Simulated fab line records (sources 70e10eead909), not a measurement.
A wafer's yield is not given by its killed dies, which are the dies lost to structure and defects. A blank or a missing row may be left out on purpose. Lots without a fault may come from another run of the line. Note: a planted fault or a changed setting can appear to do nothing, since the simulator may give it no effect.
fab line records / flow nand-harc
[record] lots = 5 wafers = 15 last-day = 31
route steps=1302 shown P_GATE@170
lots that met no fault: from a run of the same line without faults
start-h: the number of hours between the record's first day and the start of the first shown wafer of the lot / wait-h: how many hours have passed since the lot's step before this one / " as in the row above / L1.1+2: one row covering several wafers at once / - either no value or no given start / * or withheld: withheld / < > ~ a bound
route shown NAME@n: a module of which the file shows steps, and the number in the route of the first / usual: mean/standard deviation of fault-free wafers / same: alike in all rows / chamber/n: place in a boat / sites: the reading at each site / _std_site: standard deviation of those values / _edge_site: mean of outer sites minus mean of inner sites / radius-mm: for every site, how far away it sits from the centre of the wafer / mask NAME#n: copy n / behind: the last tool/chamber to shape the wafer / hold: why the lot was held/for how many hours/how that ended / device: whichever transistor did not switch (one of n, p or np) / end of line: at the end of the route, the tests of the same wafers / a step with no rows: only its recipe / killed: dies that structure and defects cost at the first sort, which is not the same as the wafer's yield / map: the dies of a wafer, with x for killed, . for not killed, _ for no die there
set.NAME: the setting as run; set.NAME@STEP: as run at that earlier step / model.NAME: the simulator's own value behind a step, which no gauge read
lots seen at some steps along the route; tables by step, rows by wafer
services: from which hour (start-h, from the record's first day; less than 0 if before it) a tool's chamber was out of use, for how many hours, and why
[[steps]]
[step NHARC_P_GATE_CD_MEAS_46]
[recipe] target-cd-nm = 720 landing-energy-ev = 500
[usual] cd-nm = 719.8/1.4
lot.wafer=L336.1 tool=cd-sem-02 chamber=0 start-h=125.86 wait-h=- cd-nm=721.0
lot.wafer=L336.3 tool=cd-sem-02 chamber=0 start-h=125.86 wait-h=- cd-nm=722.2
lot.wafer=L336.5 tool=cd-sem-02 chamber=0 start-h=125.86 wait-h=- cd-nm=720.2
lot.wafer=L337.1 tool=cd-sem-03 chamber=0 start-h=143.92 wait-h=- cd-nm=718.7
lot.wafer=L337.3 tool=cd-sem-03 chamber=0 start-h=143.92 wait-h=- cd-nm=721.3
lot.wafer=L337.6 tool=cd-sem-03 chamber=0 start-h=143.92 wait-h=- cd-nm=721.0
lot.wafer=L347.1 tool=cd-sem-02 chamber=0 start-h=238.26 wait-h=- cd-nm=719.3
lot.wafer=L347.3 tool=cd-sem-02 chamber=0 start-h=238.26 wait-h=- cd-nm=719.6
lot.wafer=L347.4 tool=cd-sem-02 chamber=0 start-h=238.26 wait-h=- cd-nm=718.8
lot.wafer=L352.2 tool=cd-sem-01 chamber=0 start-h=295.25 wait-h=- cd-nm=721.3
lot.wafer=L352.3 tool=cd-sem-01 chamber=0 start-h=295.25 wait-h=- cd-nm=720.9
lot.wafer=L352.5 tool=cd-sem-01 chamber=0 start-h=295.25 wait-h=- cd-nm=721.1
lot.wafer=L353.3 tool=cd-sem-02 chamber=0 start-h=300.73 wait-h=- cd-nm=720.1
lot.wafer=L353.4 tool=cd-sem-02 chamber=0 start-h=300.73 wait-h=- cd-nm=717.9
lot.wafer=L353.5 tool=cd-sem-02 chamber=0 start-h=300.73 wait-h=- cd-nm=719.7
[step NHARC_P_GATE_HARDBAKE_47]
[recipe] temp-c = 125 time-s = 80
[step NHARC_P_GATE_DESCUM_48]
[recipe] time-s = 3 o2-flow-sccm = 200 ar-flow-sccm = 0 bias-power-w = 0 chemistry = O2
[usual] drypump-motor-current-A = 5.8/0.46 oes-product-au = 1.000/0.0077 rf-vpp-V = 58.0/0.97 showerhead-plenum-p-Torr = 1.95/0.079 throttle-valve-pct = 11.312/0.009
[same] bias-power-w = 0
lot.wafer=L336.1 tool=rie-diel-04 chamber=1 start-h=126.03 wait-h=- drypump-motor-current-A=5.5 oes-product-au=0.993 rf-hours-counter-h=8.1 rf-vpp-V=59.5 showerhead-plenum-p-Torr=2.04 throttle-valve-pct=11.308
lot.wafer=L336.3 tool=rie-diel-04 chamber=3 start-h=126.03 wait-h=- drypump-motor-current-A=5.6 oes-product-au=0.990 rf-hours-counter-h=7.7 rf-vpp-V=59.5 showerhead-plenum-p-Torr=1.92 throttle-valve-pct=11.304
lot.wafer=L336.5 tool=rie-diel-04 chamber=1 start-h=126.03 wait-h=- drypump-motor-current-A=5.5 oes-product-au=0.985 rf-hours-counter-h=- rf-vpp-V=59.5 showerhead-plenum-p-Torr=2.04 throttle-valve-pct=11.328
lot.wafer=L337.3 tool=rie-diel-03 chamber=0 start-h=144.09 wait-h=- drypump-motor-current-A=6.5 oes-product-au=1.012 rf-hours-counter-h=0.3 rf-vpp-V=57.5 showerhead-plenum-p-Torr=2.00 throttle-valve-pct=11.322
lot.wafer=L337.1 tool=rie-diel-03 chamber=1 start-h=144.09 wait-h=- drypump-motor-current-A=6.1 oes-product-au=1.004 rf-hours-counter-h=0.3 rf-vpp-V=57.1 showerhead-plenum-p-Torr=1.90 throttle-valve-pct=11.313
lot.wafer=L337.6 tool=rie-diel-03 chamber=0 start-h=144.09 wait-h=- drypump-motor-current-A=6.5 oes-product-au=0.999 rf-hours-counter-h=- rf-vpp-V=58.9 showerhead-plenum-p-Torr=2.00 throttle-valve-pct=11.325
lot.wafer=L347.3 tool=rie-diel-04 chamber=0 start-h=238.42 wait-h=- drypump-motor-current-A=6.6 oes-product-au=0.997 rf-hours-counter-h=1.9 rf-vpp-V=56.8 showerhead-plenum-p-Torr=1.87 throttle-valve-pct=11.311
lot.wafer=L347.4 tool=rie-diel-04 chamber=1 start-h=238.42 wait-h=- drypump-motor-current-A=5.5 oes-product-au=0.989 rf-hours-counter-h=1.4 rf-vpp-V=57.8 showerhead-plenum-p-Torr=2.04 throttle-valve-pct=11.308
lot.wafer=L347.1 tool=rie-diel-04 chamber=3 start-h=238.42 wait-h=- drypump-motor-current-A=5.7 oes-product-au=0.987 rf-hours-counter-h=1.9 rf-vpp-V=59.1 showerhead-plenum-p-Torr=1.92 throttle-valve-pct=11.297
lot.wafer=L352.2 tool=rie-diel-04 chamber=3 start-h=295.42 wait-h=- drypump-motor-current-A=5.6 oes-product-au=1.003 rf-hours-counter-h=3.3 rf-vpp-V=57.7 showerhead-plenum-p-Torr=1.92 throttle-valve-pct=11.302
lot.wafer=L352.3 tool=rie-diel-04 chamber=1 start-h=295.42 wait-h=- drypump-motor-current-A=5.5 oes-product-au=0.990 rf-hours-counter-h=3.0 rf-vpp-V=58.6 showerhead-plenum-p-Torr=2.04 throttle-valve-pct=11.309
lot.wafer=L352.5 tool=rie-diel-04 chamber=3 start-h=295.42 wait-h=- drypump-motor-current-A=5.6 oes-product-au=0.999 rf-hours-counter-h=- rf-vpp-V=58.2 showerhead-plenum-p-Torr=1.92 throttle-valve-pct=11.314
lot.wafer=L353.3 tool=rie-diel-05 chamber=0 start-h=300.90 wait-h=- drypump-motor-current-A=5.5 oes-product-au=1.013 rf-hours-counter-h=4.5 rf-vpp-V=58.8 showerhead-plenum-p-Torr=2.01 throttle-valve-pct=11.311
lot.wafer=L353.4 tool=rie-diel-05 chamber=2 start-h=300.90 wait-h=- drypump-motor-current-A=5.6 oes-product-au=1.002 rf-hours-counter-h=2.3 rf-vpp-V=59.8 showerhead-plenum-p-Torr=2.07 throttle-valve-pct=11.302
lot.wafer=L353.5 tool=rie-diel-05 chamber=3 start-h=300.90 wait-h=- drypump-motor-current-A=5.5 oes-product-au=0.986 rf-hours-counter-h=- rf-vpp-V=58.2 showerhead-plenum-p-Torr=2.04 throttle-valve-pct=11.310
[step NHARC_P_GATE_IMPLANT_49]
[recipe] energy-kev = 30 dose-cm2 = 3e+15 tilt-deg = 7
[step NHARC_P_GATE_STRIP_111]
[recipe] power-w = 1500 temp-c = 110 time-s = 250 chemistry = N2/H2
[usual] drypump-motor-current-A = 5.9/0.41 heater-power-w = 93/9.2
lot.wafer=L336.1 tool=plasma-asher-02 chamber=1 start-h=126.62 wait-h=0.4 drypump-motor-current-A=5.7 heater-power-w=90 rf-hours-counter-h=10
lot.wafer=L336.3 tool=plasma-asher-02 chamber=0 start-h=126.62 wait-h=0.4 drypump-motor-current-A=6.2 heater-power-w=103 rf-hours-counter-h=-
lot.wafer=L336.5 tool=plasma-asher-02 chamber=0 start-h=126.62 wait-h=0.4 drypump-motor-current-A=6.2 heater-power-w=105 rf-hours-counter-h=-
lot.wafer=L337.1 tool=plasma-asher-02 chamber=0 start-h=144.45 wait-h=0.2 drypump-motor-current-A=6.3 heater-power-w=107 rf-hours-counter-h=12
lot.wafer=L337.3 tool=plasma-asher-02 chamber=0 start-h=144.45 wait-h=0.2 drypump-motor-current-A=6.2 heater-power-w=105 rf-hours-counter-h=-
lot.wafer=L337.6 tool=plasma-asher-02 chamber=1 start-h=144.45 wait-h=0.2 drypump-motor-current-A=5.8 heater-power-w=93 rf-hours-counter-h=-
lot.wafer=L347.1 tool=plasma-asher-02 chamber=0 start-h=238.83 wait-h=0.2 drypump-motor-current-A=6.3 heater-power-w=105 rf-hours-counter-h=31
lot.wafer=L347.4 tool=plasma-asher-02 chamber=1 start-h=238.83 wait-h=0.2 drypump-motor-current-A=5.7 heater-power-w=92 rf-hours-counter-h=-
lot.wafer=L347.3 tool=plasma-asher-02 chamber=0 start-h=238.83 wait-h=0.2 drypump-motor-current-A=6.2 heater-power-w=103 rf-hours-counter-h=-
lot.wafer=L352.2 tool=plasma-asher-02 chamber=1 start-h=295.77 wait-h=0.2 drypump-motor-current-A=5.7 heater-power-w=89 rf-hours-counter-h=7
lot.wafer=L352.3 tool=plasma-asher-02 chamber=0 start-h=295.77 wait-h=0.2 drypump-motor-current-A=6.2 heater-power-w=104 rf-hours-counter-h=-
lot.wafer=L352.5 tool=plasma-asher-02 chamber=0 start-h=295.77 wait-h=0.2 drypump-motor-current-A=6.2 heater-power-w=104 rf-hours-counter-h=-
lot.wafer=L353.3 tool=plasma-asher-02 chamber=1 start-h=301.36 wait-h=0.2 drypump-motor-current-A=5.7 heater-power-w=91 rf-hours-counter-h=-
lot.wafer=L353.4 tool=plasma-asher-02 chamber=0 start-h=301.36 wait-h=0.2 drypump-motor-current-A=6.2 heater-power-w=104 rf-hours-counter-h=-
lot.wafer=L353.5 tool=plasma-asher-02 chamber=1 start-h=301.36 wait-h=0.2 drypump-motor-current-A=5.7 heater-power-w=89 rf-hours-counter-h=-
[step NHARC_P_GATE_STRIP_75]
[recipe] power-w = 1500 temp-c = 250 chemistry = O2
[usual] drypump-motor-current-A = 5.9/0.41 heater-power-w = 350/34
lot.wafer=L336.1 tool=plasma-asher-02 chamber=1 start-h=126.88 wait-h=0.2 drypump-motor-current-A=5.7 heater-power-w=340 rf-hours-counter-h=10
lot.wafer=L336.3 tool=plasma-asher-02 chamber=0 start-h=126.88 wait-h=0.2 drypump-motor-current-A=6.2 heater-power-w=396 rf-hours-counter-h=-
lot.wafer=L336.5 tool=plasma-asher-02 chamber=0 start-h=126.88 wait-h=0.2 drypump-motor-current-A=6.2 heater-power-w=388 rf-hours-counter-h=-
lot.wafer=L337.1 tool=plasma-asher-02 chamber=0 start-h=144.75 wait-h=0.3 drypump-motor-current-A=6.2 heater-power-w=396 rf-hours-counter-h=13
lot.wafer=L337.3 tool=plasma-asher-02 chamber=0 start-h=144.75 wait-h=0.3 drypump-motor-current-A=6.2 heater-power-w=400 rf-hours-counter-h=-
lot.wafer=L337.6 tool=plasma-asher-02 chamber=1 start-h=144.75 wait-h=0.3 drypump-motor-current-A=5.7 heater-power-w=340 rf-hours-counter-h=-
lot.wafer=L347.1 tool=plasma-asher-02 chamber=0 start-h=239.10 wait-h=0.2 drypump-motor-current-A=6.2 heater-power-w=401 rf-hours-counter-h=32
lot.wafer=L347.4 tool=plasma-asher-02 chamber=1 start-h=239.10 wait-h=0.2 drypump-motor-current-A=5.7 heater-power-w=349 rf-hours-counter-h=-
lot.wafer=L347.3 tool=plasma-asher-02 chamber=0 start-h=239.10 wait-h=0.2 drypump-motor-current-A=6.2 heater-power-w=390 rf-hours-counter-h=-
lot.wafer=L352.2 tool=plasma-asher-02 chamber=1 start-h=296.07 wait-h=0.3 drypump-motor-current-A=5.7 heater-power-w=340 rf-hours-counter-h=7
lot.wafer=L352.3 tool=plasma-asher-02 chamber=0 start-h=296.07 wait-h=0.3 drypump-motor-current-A=6.2 heater-power-w=401 rf-hours-counter-h=-
lot.wafer=L352.5 tool=plasma-asher-02 chamber=0 start-h=296.07 wait-h=0.3 drypump-motor-current-A=6.2 heater-power-w=383 rf-hours-counter-h=-
lot.wafer=L353.3 tool=plasma-asher-02 chamber=1 start-h=301.58 wait-h=0.2 drypump-motor-current-A=5.7 heater-power-w=336 rf-hours-counter-h=-
lot.wafer=L353.4 tool=plasma-asher-02 chamber=0 start-h=301.58 wait-h=0.2 drypump-motor-current-A=6.2 heater-power-w=392 rf-hours-counter-h=-
lot.wafer=L353.5 tool=plasma-asher-02 chamber=1 start-h=301.58 wait-h=0.2 drypump-motor-current-A=5.8 heater-power-w=339 rf-hours-counter-h=-
[step NHARC_P_GATE_STRIP_50]
[recipe] time-s = 900 temp-c = 130 chemistry = SPM
[step NHARC_P_GATE_DEHYDRATE_51]
[recipe] temp-c = 150 time-s = 120
[step NHARC_P_GATE_HMDS_52]
[recipe] time-s = 30
[step NHARC_P_GATE_COAT_53]
[recipe] spin-rpm = 3000
[step NHARC_P_GATE_SOFTBAKE_54]
[recipe] temp-c = 122 time-s = 95
[step NHARC_P_GATE_EBR_55]
[step NHARC_P_GATE_EXPOSE_56]
[recipe] na = 0.6 target-cd-nm = 720 dose-mj = 14.81 mask-id = P_PSD
lot.wafer=L336.1+3+5 tool=krf-scanner-02 chamber=0 start-h=127.51 wait-h=- mask=P_PSD#0
lot.wafer=L337.1+3+6 tool=krf-scanner-03 chamber=0 start-h=145.52 wait-h=- mask=P_HVN#0
lot.wafer=L347.1+3+4 tool=krf-scanner-03 chamber=0 start-h=239.85 wait-h=- mask=P_PSD#0
lot.wafer=L352.2+3+5 tool=krf-scanner-02 chamber=0 start-h=296.85 wait-h=- mask=P_PSD#0
lot.wafer=L353.3+4+5 tool=krf-scanner-03 chamber=0 start-h=302.35 wait-h=- mask=P_PSD#0
[step NHARC_P_GATE_PEB_57]
[recipe] peb-temp-c = 118 peb-time-s = 85
[step NHARC_P_GATE_DEVELOP_58]
[recipe] time-s = 70
[step NHARC_P_GATE_CD_MEAS_59]
[recipe] target-cd-nm = 720 landing-energy-ev = 500
[usual] cd-nm = 720.6/1.4
lot.wafer=L336.1 tool=cd-sem-01 chamber=0 start-h=127.67 wait-h=- cd-nm=716.6
lot.wafer=L336.3 tool=cd-sem-01 chamber=0 start-h=127.67 wait-h=- cd-nm=720.5
lot.wafer=L336.5 tool=cd-sem-01 chamber=0 start-h=127.67 wait-h=- cd-nm=718.9
lot.wafer=L337.1 tool=cd-sem-01 chamber=0 start-h=145.68 wait-h=- cd-nm=-
lot.wafer=L337.3 tool=cd-sem-01 chamber=0 start-h=145.68 wait-h=- cd-nm=-
lot.wafer=L337.6 tool=cd-sem-01 chamber=0 start-h=145.68 wait-h=- cd-nm=-
lot.wafer=L347.1 tool=cd-sem-01 chamber=0 start-h=240.01 wait-h=- cd-nm=719.7
lot.wafer=L347.3 tool=cd-sem-01 chamber=0 start-h=240.01 wait-h=- cd-nm=720.4
lot.wafer=L347.4 tool=cd-sem-01 chamber=0 start-h=240.01 wait-h=- cd-nm=721.7
lot.wafer=L352.2 tool=cd-sem-02 chamber=0 start-h=297.01 wait-h=- cd-nm=719.6
lot.wafer=L352.3 tool=cd-sem-02 chamber=0 start-h=297.01 wait-h=- cd-nm=721.0
lot.wafer=L352.5 tool=cd-sem-02 chamber=0 start-h=297.01 wait-h=- cd-nm=720.4
lot.wafer=L353.3 tool=cd-sem-01 chamber=0 start-h=302.50 wait-h=- cd-nm=720.5
lot.wafer=L353.4 tool=cd-sem-01 chamber=0 start-h=302.50 wait-h=- cd-nm=719.1
lot.wafer=L353.5 tool=cd-sem-01 chamber=0 start-h=302.50 wait-h=- cd-nm=718.5
[step NHARC_P_GATE_HARDBAKE_60]
[recipe] temp-c = 125 time-s = 80
[[services]]
tool=rie-diel-04 chamber=0 start-h=107.95 hours=- kind=clean
tool=rie-diel-04 chamber=1 start-h=107.95 hours=- kind=clean
tool=rie-diel-03 chamber=- start-h=114.41 hours=9.0 kind=pm
tool=krf-scanner-03 chamber=- start-h=118.57 hours=0.3 kind=repair
tool=rie-diel-03 chamber=0 start-h=135.67 hours=5.0 kind=repair
tool=krf-scanner-02 chamber=- start-h=161.06 hours=0.4 kind=repair
tool=krf-scanner-02 chamber=- start-h=174.97 hours=2.3 kind=repair
tool=rie-diel-04 chamber=- start-h=177.90 hours=9.0 kind=pm
tool=rie-diel-04 chamber=- start-h=202.13 hours=0.5 kind=repair
tool=krf-scanner-03 chamber=- start-h=212.64 hours=0.1 kind=repair
tool=plasma-asher-02 chamber=- start-h=222.32 hours=1.9 kind=repair
tool=krf-scanner-03 chamber=- start-h=224.12 hours=4.0 kind=pm
tool=rie-diel-05 chamber=- start-h=229.60 hours=9.0 kind=pm
tool=rie-diel-05 chamber=2 start-h=248.70 hours=1.9 kind=repair
tool=plasma-asher-02 chamber=- start-h=249.00 hours=9.0 kind=pm
tool=plasma-asher-02 chamber=0 start-h=249.00 hours=9.0 kind=vent-cycle
tool=plasma-asher-02 chamber=1 start-h=249.00 hours=9.0 kind=vent-cycle
tool=rie-diel-03 chamber=2 start-h=255.55 hours=3.6 kind=repair
tool=plasma-asher-02 chamber=0 start-h=258.00 hours=- kind=clean
tool=plasma-asher-02 chamber=1 start-h=258.00 hours=- kind=clean
tool=krf-scanner-02 chamber=- start-h=266.00 hours=4.0 kind=pm
tool=rie-diel-03 chamber=3 start-h=266.55 hours=14.2 kind=repair
tool=rie-diel-05 chamber=2 start-h=276.29 hours=23.8 kind=repair
tool=rie-diel-03 chamber=- start-h=291.41 hours=9.0 kind=pm
[[key]]
[first-sign] step = NHARC_P_GATE_EXPOSE_56 reading = mask direction = changed
[effect] step = NHARC_P_GATE_CD_MEAS_59 reading = cd-nm direction = missing
met-at NHARC_P_GATE_EXPOSE_56
struck-wafers L337.1,L337.3,L337.6
later-rows-left-out L337.1,L337.3,L337.6
sort-left-out L337.1,L337.3,L337.6
tester-left-out L337
[fault] kind = wrong-mask tool = any chamber = - onset-h = 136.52 steps = NHARC_P_GATE_EXPOSE_56 aux-copy = P_HVN#0 scope = struck-lots-only
// tester-left-out: of these lots the tester's yield and bins aren't shown, on N5 and GAA mostly nor the transistor test; their killed dies are dies lost to structure and defects alone, not to doping, threshold or leakage, so they don't give the yield
// sort-left-out: the simulated sort isn't trusted on such a fault, so these wafers' sort isn't shown, and their yield isn't known
// later-rows-left-out: the simulator's readings of these wafers behind a module that went badly wrong aren't trusted and aren't shown, but for the sort
